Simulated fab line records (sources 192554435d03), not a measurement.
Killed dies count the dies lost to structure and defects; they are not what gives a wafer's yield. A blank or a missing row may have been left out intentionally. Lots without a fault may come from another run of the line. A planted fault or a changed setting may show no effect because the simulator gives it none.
fab line records	flow n5_finfet
record: lots: 11	wafers: 31	last_day: 17
route steps=1938 shown WELL_APT@55 BEOL_M4@1096 PASSIVATION@1936
lots that met no fault: from a run of the same line without faults
start_h: hours from the record's first day to the start of the lot's first wafer shown	wait_h: hours elapsed since this lot's preceding step	" as in the row above	L1.1+2: a single row standing in for several wafers	- either no value or no given start	* or withheld: withheld	< > ~ a bound
route shown NAME@n: a module of which the file shows steps, and the number in the route of the first	usual: mean/standard deviation taken from wafers without a fault	same: alike in all rows	chamber/n: place in a boat	sites: the reading at each site	_std_site: their standard deviation	_edge_site: the outer-site mean with the inner-site mean subtracted	radius_mm: for every site, how far away it sits from the centre of the wafer	mask NAME#n: copy n	behind: tool/chamber where the wafer was last shaped	hold: why the lot went on hold/how many hours it stayed there/how the hold came to an end	device: transistor that didn't switch, given as n, p or np	end of line: at the end of the route, the tests of the same wafers	a step given without rows: its recipe and nothing more	killed: at the first sort, the dies lost to defects and structure; wafer yield is something else	map: dies across one wafer; x = killed, . = not, _ = none there
set.NAME: the setting the step ran with; set.NAME@STEP: the setting that earlier step ran with	model.NAME: the simulator's own value behind a step, which no gauge read
the route's steps for a sample of lots (tables are steps, rows are wafers)
services: from which hour (start_h, from the record's first day; less than 0 if before it) a tool's chamber was out of use, for how many hours, and why
== steps ==
step: N5_WELL_APT_EPI_41
recipe: material: Si	target_thk_a: 500	temp_c: 650	precursor: SiH4/H2	pressure_torr: 20	time_s: 297.7
usual: susceptor_temp_C_max: 651.4/0.43	throttle_valve_pct: 11.5/0.32
lot.wafer	tool	chamber	start_h	wait_h	susceptor_temp_C_max	throttle_valve_pct
L486.1	epi_rpcvd-01	0	16.72	0.0	651.0	11.9
L486.2	"	0	"	"	651.2	11.9
L486.3	"	0	"	"	651.1	12.1
L488.1	epi_rpcvd-01	0	28.28	0.0	651.2	11.9
L488.4	"	0	"	"	651.4	11.9
L488.6	"	0	"	"	651.1	11.8
L490.1	epi_rpcvd-04	0	40.61	0.0	652.1	11.4
L490.3	"	0	"	"	651.9	11.2
L490.4	"	0	"	"	651.9	10.9
L491.2	epi_rpcvd-01	0	46.40	0.1	651.5	11.9
L491.3	"	0	"	"	652.0	11.8
L491.6	"	0	"	"	651.4	11.6
L492.1	epi_rpcvd-01	0	52.41	0.0	651.3	11.7
L492.3	"	0	"	"	651.5	11.9
L492.6	"	0	"	"	650.7	11.5
L494.1	epi_rpcvd-01	0	64.05	0.0	651.8	11.8
L494.5	"	0	"	"	651.6	12.0
L499.2	epi_rpcvd-01	0	94.62	0.1	651.4	11.6
L499.5	"	0	"	"	651.2	11.8
L499.6	"	0	"	"	651.7	11.6
L503.1	epi_rpcvd-04	0	118.33	0.0	651.9	11.1
L503.5	"	0	"	"	651.8	11.3
L504.1	epi_rpcvd-02	0	123.81	0.0	651.1	11.6
L504.3	"	0	"	"	650.8	11.5
L504.4	"	0	"	"	651.2	11.8
L505.2	epi_rpcvd-04	0	130.10	0.1	652.1	11.0
L505.4	"	0	"	"	651.1	11.3
L505.5	"	0	"	"	651.7	11.3
L507.3	epi_rpcvd-04	0	142.64	0.2	651.3	11.3
L507.4	"	0	"	"	650.3	11.3
L507.6	"	0	"	"	651.5	11.2
step: N5_BEOL_M4_SPUTTER_92
recipe: material: Cu	target_thk_a: 45	temp_c: -20	chamber_pressure_pa: 0.07	power_w: withheld	time_s: 8.29
usual: throttle_valve_pct: 30.2/0.96
same: time_s: 8.29
lot.wafer	tool	chamber	start_h	wait_h	throttle_valve_pct
L486.1	pvd_sputter-01	-	165.61	0.1	29.7
L486.2	"	-	"	"	30.1
L486.3	"	-	"	"	28.6
L488.1	pvd_sputter-03	-	170.79	0.1	29.8
L488.4	"	-	"	"	31.6
L488.6	"	-	"	"	30.6
L490.1	pvd_sputter-02	-	186.55	0.1	29.6
L490.3	"	-	"	"	32.1
L490.4	"	-	"	"	29.6
L491.2	pvd_sputter-01	-	194.66	0.1	30.3
L491.3	"	-	"	"	29.4
L491.6	"	-	"	"	30.2
L492.1	pvd_sputter-02	-	202.72	0.1	29.9
L492.3	"	-	"	"	29.9
L492.6	"	-	"	"	32.3
L494.1	pvd_sputter-03	-	213.01	0.1	30.0
L494.5	"	-	"	"	30.0
L499.2	pvd_sputter-02	-	241.91	0.1	29.9
L499.5	"	-	"	"	29.8
L499.6	"	-	"	"	29.5
L503.1	pvd_sputter-01	-	264.08	0.1	29.9
L503.5	"	-	"	"	30.3
L504.1	pvd_sputter-01	-	272.04	0.1	30.1
L504.3	"	-	"	"	28.9
L504.4	"	-	"	"	29.3
L505.2	pvd_sputter-02	-	285.49	0.1	32.3
L505.4	"	-	"	"	29.5
L505.5	"	-	"	"	29.3
L507.3	pvd_sputter-02	-	289.41	0.1	32.1
L507.4	"	-	"	"	30.0
L507.6	"	-	"	"	29.5
step: N5_BEOL_M4_ANNEAL_95
recipe: temp_c: 400	time_s: 240	ambient: vacuum
usual: heater_power_w: 818/82	susceptor_temp_C_max: 401.0/0.35
same: time_s: 240
lot.wafer	tool	chamber	start_h	wait_h	heater_power_w	susceptor_temp_C_max
L486.1	pvd_sputter-01	-	165.91	0.0	881	400.6
L486.2	"	-	"	"	717	401.0
L486.3	"	-	"	"	952	401.5
L488.1	pvd_sputter-03	-	171.09	0.0	811	400.5
L488.4	"	-	"	"	808	400.7
L488.6	"	-	"	"	922	400.5
L490.1	pvd_sputter-02	-	186.85	0.0	862	401.2
L490.3	"	-	"	"	715	400.3
L490.4	"	-	"	"	732	401.6
L491.2	pvd_sputter-01	-	194.96	0.0	716	400.7
L491.3	"	-	"	"	806	401.5
L491.6	"	-	"	"	707	400.9
L492.1	pvd_sputter-02	-	203.02	0.0	857	400.4
L492.3	"	-	"	"	719	400.9
L492.6	"	-	"	"	755	400.6
L494.1	pvd_sputter-03	-	213.31	0.0	799	401.0
L494.5	"	-	"	"	913	401.0
L499.2	pvd_sputter-02	-	242.21	0.0	872	401.4
L499.5	"	-	"	"	874	401.1
L499.6	"	-	"	"	718	402.1
L503.1	pvd_sputter-01	-	264.38	0.0	874	400.8
L503.5	"	-	"	"	720	401.1
L504.1	pvd_sputter-01	-	272.34	0.0	713	400.9
L504.3	"	-	"	"	935	401.2
L504.4	"	-	"	"	810	401.5
L505.2	pvd_sputter-02	-	285.79	0.0	754	400.7
L505.4	"	-	"	"	726	401.1
L505.5	"	-	"	"	707	401.0
L507.3	pvd_sputter-02	-	289.71	0.0	761	400.5
L507.4	"	-	"	"	867	400.9
L507.6	"	-	"	"	712	401.7
step: N5_BEOL_M4_DEP_57
recipe: material: SiCN	target_thk_a: 80	temp_c: withheld	precursor: 3MS/NH3	pressure_torr: 3	rf_w: 202	time_s: 14
usual: showerhead_plenum_p_Torr: 3.661/0.012	throttle_valve_pct: 9.4/0.61
same: time_s: 14
lot.wafer	tool	chamber	start_h	wait_h	showerhead_plenum_p_Torr	throttle_valve_pct
L486.1	pecvd-03	1	167.03	0.0	3.653	9.9
L486.2	"	0	"	"	3.645	9.3
L486.3	"	2	"	"	3.651	8.9
L488.1	pecvd-02	2	172.21	0.0	3.688	10.0
L488.4	"	2	"	"	3.684	9.6
L488.6	"	0	"	"	3.661	8.9
L490.1	pecvd-02	1	187.97	0.0	3.663	9.6
L490.3	"	0	"	"	3.661	8.9
L490.4	"	0	"	"	3.669	9.3
L491.2	pecvd-03	0	196.16	0.0	3.651	9.3
L491.3	"	1	"	"	3.659	10.2
L491.6	"	1	"	"	3.655	10.1
L492.1	pecvd-02	0	204.21	0.0	3.664	9.1
L492.3	"	1	"	"	3.671	9.6
L492.6	"	1	"	"	3.662	9.6
L494.1	pecvd-04	1	214.43	0.0	3.659	9.9
L494.5	"	2	"	"	3.648	8.4
L499.2	pecvd-03	0	243.40	0.0	3.663	9.4
L499.5	"	0	"	"	3.651	9.2
L499.6	"	1	"	"	3.663	10.4
L503.1	pecvd-02	2	265.50	0.0	3.691	8.2
L503.5	"	2	"	"	3.680	8.2
L504.1	pecvd-04	2	273.47	0.0	3.664	8.4
L504.3	"	0	"	"	3.663	10.0
L504.4	"	1	"	"	3.647	9.8
L505.2	pecvd-02	1	286.91	0.0	3.663	9.7
L505.4	"	1	"	"	3.669	9.4
L505.5	"	0	"	"	3.667	9.2
L507.3	pecvd-03	1	290.85	0.0	3.664	10.2
L507.4	"	1	"	"	3.661	10.4
L507.6	"	0	"	"	3.642	9.4
step: N5_BEOL_M4_RC_MEAS_101
usual: CJ_N: 4.38/0.1	DIBL_N: 36.6/2.3	DIBL_P: 36.3/2.8	IOFF_N: 0.17/0.047	IOFF_P: 0.22/0.048	ION_N: 676/14	ION_P: 463/9.4	SS_N: 71.6/0.84	SS_P: 73.4/0.85	VT_N: 249/3.7	VT_P: -249/3.6
lot.wafer	tool	chamber	start_h	wait_h	CJ_N	DIBL_N[mV/V]	DIBL_P[mV/V]	IOFF_N[nA/um]	IOFF_P[nA/um]	ION_N[uA/um]	ION_P[uA/um]	SS_N[mV/dec]	SS_P[mV/dec]	VT_N[mV]	VT_P[mV]
L486.1	prober-02	0	167.15	0.0	4.55	35.1	32.6	0.15	0.18	667	461	72.0	73.0	249	-249
L486.2	"	0	"	"	4.39	34.6	33.7	0.13	0.18	679	470	70.9	71.8	253	-249
L486.3	"	0	"	"	4.29	37.2	37.4	0.18	0.24	674	467	71.3	73.8	248	-248
L488.1	prober-02	0	172.33	0.0	4.28	39.8	40.1	0.27	0.34	711	485	72.3	74.3	239	-244
L488.4	"	0	"	"	4.24	37.6	37.1	0.19	0.26	672	471	71.8	73.2	248	-245
L488.6	"	0	"	"	4.28	38.7	38.1	0.21	0.27	676	470	71.5	73.4	245	-247
L490.1	prober-02	0	188.09	0.0	4.25	36.2	36.8	0.14	0.19	661	457	70.4	74.2	252	-254
L490.3	"	0	"	"	4.29	36.8	38.0	0.16	0.21	674	462	71.6	73.8	249	-251
L490.4	"	0	"	"	4.50	40.1	39.1	0.21	0.23	681	452	71.8	74.6	246	-253
L491.2	prober-02	0	196.44	0.2	4.33	36.7	35.6	0.17	0.20	669	450	71.4	73.6	249	-253
L491.3	"	0	"	"	4.30	36.6	36.1	0.17	0.21	667	458	71.7	72.8	250	-249
L491.6	"	0	"	"	4.28	37.7	37.9	0.21	0.23	677	460	72.2	74.1	247	-251
L492.1	prober-02	0	204.35	0.0	4.53	34.6	32.4	0.12	0.14	672	458	71.3	72.5	255	-256
L492.3	"	0	"	"	4.45	39.8	40.0	0.20	0.24	696	465	72.4	74.5	250	-250
L492.6	"	0	"	"	4.35	39.2	39.3	0.18	0.23	694	469	72.4	74.1	248	-251
L494.1	prober-02	0	214.55	0.0	4.36	39.4	39.4	0.21	0.22	690	463	72.2	74.4	246	-253
L494.5	"	0	"	"	4.39	40.5	39.7	0.26	0.24	688	460	72.3	74.2	244	-250
L499.2	prober-01	0	243.68	0.2	4.68	34.7	34.6	0.12	0.19	650	454	70.8	73.1	254	-252
L499.5	"	0	"	"	4.43	38.1	37.2	0.17	0.21	655	447	72.1	73.7	251	-252
L499.6	"	0	"	"	4.52	40.1	40.0	0.22	0.27	697	473	72.7	74.5	247	-248
L503.1	prober-02	0	265.61	0.0	4.24	39.0	40.8	0.24	0.32	689	475	72.3	74.6	241	-241
L503.5	"	0	"	"	4.46	37.3	36.9	0.20	0.24	683	471	72.7	74.1	247	-248
L504.1	prober-01	0	273.59	0.0	4.47	35.1	35.4	0.14	0.19	683	471	70.4	72.8	249	-252
L504.3	"	0	"	"	4.20	33.5	33.8	0.12	0.17	658	456	70.8	71.8	251	-252
L504.4	"	0	"	"	4.30	36.1	36.4	0.16	0.22	679	466	71.5	73.1	250	-250
L505.2	prober-01	0	287.18	0.2	4.39	36.6	38.3	0.16	0.25	679	473	73.0	73.3	248	-247
L505.4	"	0	"	"	4.51	34.8	35.2	0.13	0.19	661	459	71.9	73.0	253	-253
L505.5	"	0	"	"	4.34	35.4	37.6	0.15	0.23	681	470	71.8	74.2	251	-247
L507.3	prober-02	0	291.28	0.3	4.39	36.4	35.4	0.16	0.19	668	458	71.6	72.9	250	-252
L507.4	"	0	"	"	4.55	34.7	33.0	0.13	0.17	688	471	71.2	72.6	250	-251
L507.6	"	0	"	"	4.54	36.7	35.2	0.16	0.20	681	469	71.7	73.6	252	-248
step: N5_PASSIVATION_PROBE_49
usual: defect_limited_yield: 91.5/1.5	killed_at_M0_to_M3: 33/9.9	killed_at_M4_up: 14/5.2	killed_at_contacts: 11/5.2	killed_at_front_end: 38/10	killed_at_other: 4/3.5	killed_dies: 100/18	killed_open: 66/14	killed_short: 32/6.9	sort_bin_5_function: 5.0/1	sort_bin_6_memory: 3.1/0.69	sort_n_pass: 1080/18	sort_yield_pct: 91.5/1.5
same: gross_dies: 1180	killed_at_back_side: 0	sort_bin_4_leakage[%]: 0	sort_bin_8_speed[%]: 0
lot.wafer	tool	chamber	start_h	wait_h	defect_limited_yield[%]	killed_at_M0_to_M3	killed_at_M4_up	killed_at_contacts	killed_at_front_end	killed_at_other	killed_dies	killed_open	killed_short	sort_bin_5_function[%]	sort_bin_6_memory[%]	sort_n_pass	sort_yield_pct[%]
L490.1	prober-01	-	297.51	0.0	92.7	23	8	14	37	4	86	57	28	4.6	2.5	1094	92.7
L490.3	prober-01	-	297.61	0.1	91.0	36	16	21	32	1	106	72	34	5.8	3.0	1074	91.0
L490.4	prober-01	-	297.66	0.2	92.0	37	11	13	28	5	94	60	34	4.7	2.8	1086	92.0
L491.2	prober-01	-	324.03	0.1	92.4	28	15	13	25	9	90	61	28	4.2	3.1	1090	92.4
L491.3	prober-01	-	324.08	0.1	93.1	14	12	14	30	11	81	49	28	4.9	1.7	1099	93.1
L491.6	prober-01	-	324.23	0.3	92.5	22	14	10	30	12	88	55	27	4.6	2.9	1092	92.5
L494.1	prober-02	-	327.71	0.0	91.7	39	22	8	21	8	98	64	34	4.4	3.6	1082	91.7
L494.5	prober-02	-	327.91	0.2	90.9	36	15	26	26	4	107	67	40	5.3	3.1	1073	90.9
L492.1	prober-02	-	333.61	0.1	93.1	25	11	8	37	1	82	51	31	3.6	2.9	1098	93.1
L492.3	prober-02	-	333.71	0.2	91.3	31	15	12	44	1	103	68	29	5.1	2.9	1077	91.3
L492.6	prober-02	-	333.86	0.4	91.4	50	16	3	32	1	102	59	37	5.1	2.9	1078	91.4
L499.2	prober-02	-	351.69	0.1	94.0	29	13	7	20	2	71	56	15	3.7	2.2	1109	94.0
L499.5	prober-02	-	351.84	0.2	92.9	37	11	4	32	0	84	54	23	3.4	2.6	1096	92.9
L499.6	prober-02	-	351.89	0.3	92.8	34	13	6	28	4	85	58	27	3.6	3.4	1095	92.8
L503.1	prober-02	-	404.83	0.0	93.7	29	9	7	29	0	74	44	26	3.8	2.3	1106	93.7
L503.5	prober-02	-	405.03	0.2	91.9	32	19	8	34	3	96	63	31	4.6	2.8	1084	91.9
killed by level:class
L490.1 MOL_CONTACT_COAG:geometric_particle:open=10 FIN_SAQP:geometric_particle:open=9 BEOL_M0_SAQP:geometric_particle:open=7 BEOL_M0_SAQP:geometric_particle:short=7 GATE_CUT:geometric_particle:open=6 STARTING-WAFER:geometric_particle:short=6 BEOL_M2:geometric_particle:open=5 DUMMY_GATE:geometric_particle:open=4
L490.3 MOL_CONTACT_COAG:geometric_particle:open=17 BEOL_M1:geometric_particle:open=10 FIN_SAQP:geometric_particle:short=9 BEOL_M0_SAQP:geometric_particle:short=7 DUMMY_GATE:geometric_particle:open=6 BEOL_M0_SAQP:geometric_particle:open=5 BEOL_M0:geometric_particle:open=5 BEOL_M4:geometric_particle:open=5
L490.4 MOL_CONTACT_COAG:geometric_particle:open=9 BEOL_M0_SAQP:geometric_particle:open=9 BEOL_M2:geometric_particle:open=9 BEOL_M0_SAQP:geometric_particle:short=7 GATE_CUT:geometric_particle:short=6 BEOL_M1:geometric_particle:open=6 FIN_SAQP:geometric_particle:short=4 STI_FIN_REVEAL:geometric_particle:open=4
L491.2 MOL_CONTACT_COAG:geometric_particle:open=11 BEOL_M1:geometric_particle:open=9 STI_FIN_REVEAL:geometric_particle:open=6 MIM_TOP_ETCH:geometric_particle:short=6 BEOL_M0_SAQP:geometric_particle:open=4 BEOL_M2:geometric_particle:open=4 BEOL_M4:geometric_particle:open=4 STARTING-WAFER:geometric_particle:short=4
L491.3 MOL_CONTACT_COAG:geometric_particle:open=11 BEOL_M0_SAQP:geometric_particle:short=6 DUMMY_GATE:geometric_particle:open=5 GATE_CUT:geometric_particle:short=5 BEOL_M4:geometric_particle:open=5 STARTING-WAFER:geometric_particle:open=4 PASSIVATION:area_etch=4 FIN_SAQP:geometric_particle:open=3
L491.6 FIN_SAQP:geometric_particle:open=9 MOL_CONTACT_COAG:geometric_particle:open=9 BEOL_M0_SAQP:geometric_particle:open=7 BEOL_M0_SAQP:geometric_particle:short=4 BEOL_M2:geometric_particle:open=4 BEOL_M4:geometric_particle:open=4 MIM_TOP_ETCH:geometric_particle:open=4 PASSIVATION:area_etch=4
L494.1 BEOL_M4:geometric_particle:open=12 BEOL_M0_SAQP:geometric_particle:short=8 BEOL_M0_SAQP:geometric_particle:open=7 BEOL_M1:geometric_particle:open=6 MOL_CONTACT_COAG:geometric_particle:open=6 BEOL_M3:geometric_particle:open=5 STARTING-WAFER:geometric_particle:open=5 GATE_CUT:geometric_particle:short=4
L494.5 MOL_CONTACT_COAG:geometric_particle:open=19 BEOL_M0_SAQP:geometric_particle:short=10 BEOL_M0_SAQP:geometric_particle:open=9 BEOL_M4:geometric_particle:open=9 MOL_CONTACT_COAG:geometric_particle:short=7 GATE_CUT:geometric_particle:short=6 BEOL_M2:geometric_particle:open=6 BEOL_M2:geometric_particle:short=4
L492.1 FIN_SAQP:geometric_particle:open=9 BEOL_M0_SAQP:geometric_particle:short=7 FIN_SAQP:geometric_particle:short=6 MOL_CONTACT_COAG:geometric_particle:open=6 BEOL_M0_SAQP:geometric_particle:open=6 BEOL_M3:geometric_particle:open=6 GATE_CUT:geometric_particle:short=5 STI_FIN_REVEAL:geometric_particle:open=4
L492.3 FIN_SAQP:geometric_particle:open=14 MOL_CONTACT_COAG:geometric_particle:open=12 BEOL_M4:geometric_particle:open=12 BEOL_M0_SAQP:geometric_particle:short=9 FIN_SAQP:geometric_particle:short=7 DUMMY_GATE:geometric_particle:open=6 BEOL_M0_SAQP:geometric_particle:open=6 HKMG_FIN:area_etch=6
L492.6 BEOL_M0_SAQP:geometric_particle:open=26 BEOL_M0_SAQP:geometric_particle:short=22 FIN_SAQP:geometric_particle:open=9 BEOL_M4:geometric_particle:open=7 HKMG_FIN:area_etch=6 FIN_SAQP:geometric_particle:short=5 STI_FIN_REVEAL:geometric_particle:open=4 ILD0:geometric_particle:short=3
L499.2 MOL_CONTACT_COAG:geometric_particle:open=7 BEOL_M0_SAQP:geometric_particle:open=7 STI_FIN_REVEAL:geometric_particle:open=6 BEOL_M2:geometric_particle:open=6 BEOL_M4:geometric_particle:open=6 GATE_CUT:geometric_particle:short=5 BEOL_M1:geometric_particle:open=5 BEOL_M3:geometric_particle:open=4
L499.5 BEOL_M1:geometric_particle:open=10 STI_FIN_REVEAL:geometric_particle:open=9 BEOL_M0_SAQP:geometric_particle:short=8 BEOL_M0_SAQP:geometric_particle:open=7 BEOL_M2:geometric_particle:open=7 HKMG_FIN:area_etch=7 BEOL_M4:geometric_particle:open=6 MOL_CONTACT_COAG:geometric_particle:open=4
L499.6 BEOL_M1:geometric_particle:open=10 FIN_SAQP:geometric_particle:short=6 STI_FIN_REVEAL:geometric_particle:open=6 BEOL_M0_SAQP:geometric_particle:short=6 MOL_CONTACT_COAG:geometric_particle:open=5 BEOL_M0_SAQP:geometric_particle:open=5 BEOL_M2:geometric_particle:open=5 BEOL_M4:geometric_particle:open=5
L503.1 BEOL_M0_SAQP:geometric_particle:short=9 STI_FIN_REVEAL:geometric_particle:open=8 MOL_CONTACT_COAG:geometric_particle:open=6 BEOL_M0_SAQP:geometric_particle:open=6 FIN_SAQP:geometric_particle:open=5 BEOL_M2:geometric_particle:open=5 STI_FIN_REVEAL:geometric_particle:short=4 BEOL_M0:geometric_particle:open=4
L503.5 STI_FIN_REVEAL:geometric_particle:open=12 BEOL_M2:geometric_particle:open=11 BEOL_M4:geometric_particle:open=8 BEOL_M0_SAQP:geometric_particle:short=7 FIN_SAQP:geometric_particle:short=5 DUMMY_GATE:geometric_particle:open=5 MOL_CONTACT_COAG:geometric_particle:open=5 GATE_CUT:geometric_particle:short=4
== services ==
tool	chamber	start_h	hours	kind
epi_rpcvd-04	-	5.34	0.9	repair
epi_rpcvd-02	-	9.27	0.5	repair
pecvd-03	-	26.43	0.7	repair
pvd_sputter-01	-	32.53	3.6	repair
epi_rpcvd-04	-	41.63	7.8	repair
epi_rpcvd-04	-	59.39	0.5	repair
pecvd-02	0	63.30	5.5	scheduled_down
pvd_sputter-01	-	90.43	3.6	repair
pvd_sputter-01	-	96.44	9.7	repair
pecvd-02	2	125.40	18.7	repair
pecvd-04	-	140.52	6.7	repair
pecvd-04	-	164.23	14.6	pm
epi_rpcvd-02	-	166.83	8.1	pm
pecvd-03	-	180.29	2.2	repair
pecvd-04	-	184.51	0.8	repair
epi_rpcvd-04	-	197.89	0.3	repair
pecvd-02	2	202.38	-	clean
pecvd-02	2	202.38	-	consumable_replace:showerhead
pecvd-02	2	202.38	29.0	scheduled_down
pecvd-04	-	242.28	1.9	repair
pecvd-04	-	254.34	14.9	repair
pecvd-02	0	269.66	11.3	repair
pecvd-03	-	270.66	0.8	pm
pecvd-03	-	278.96	2.8	pm
== key ==
first_sign: step: N5_BEOL_M4_RC_MEAS_101	reading: CJ_N	direction: up	sigmas: 3	usual: 4.38	struck: 4.68
effect none on later readings
met_at N5_WELL_APT_EPI_41
struck_lots L499
struck_wafers L499.2
not_acting_at N5_BEOL_M4_SPUTTER_92,N5_BEOL_M4_ANNEAL_95,N5_BEOL_M4_DEP_57
onset_between 64.05 94.62
fault: kind: process_parameter_drift	tool: epi_rpcvd-01	chamber: -	onset_h: 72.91	steps: N5_WELL_APT_EPI_41	channel: target_thk_a	offset: *	shape: step	end_h: 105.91	scope: struck_wafers_only	acts_in: *	stated: *
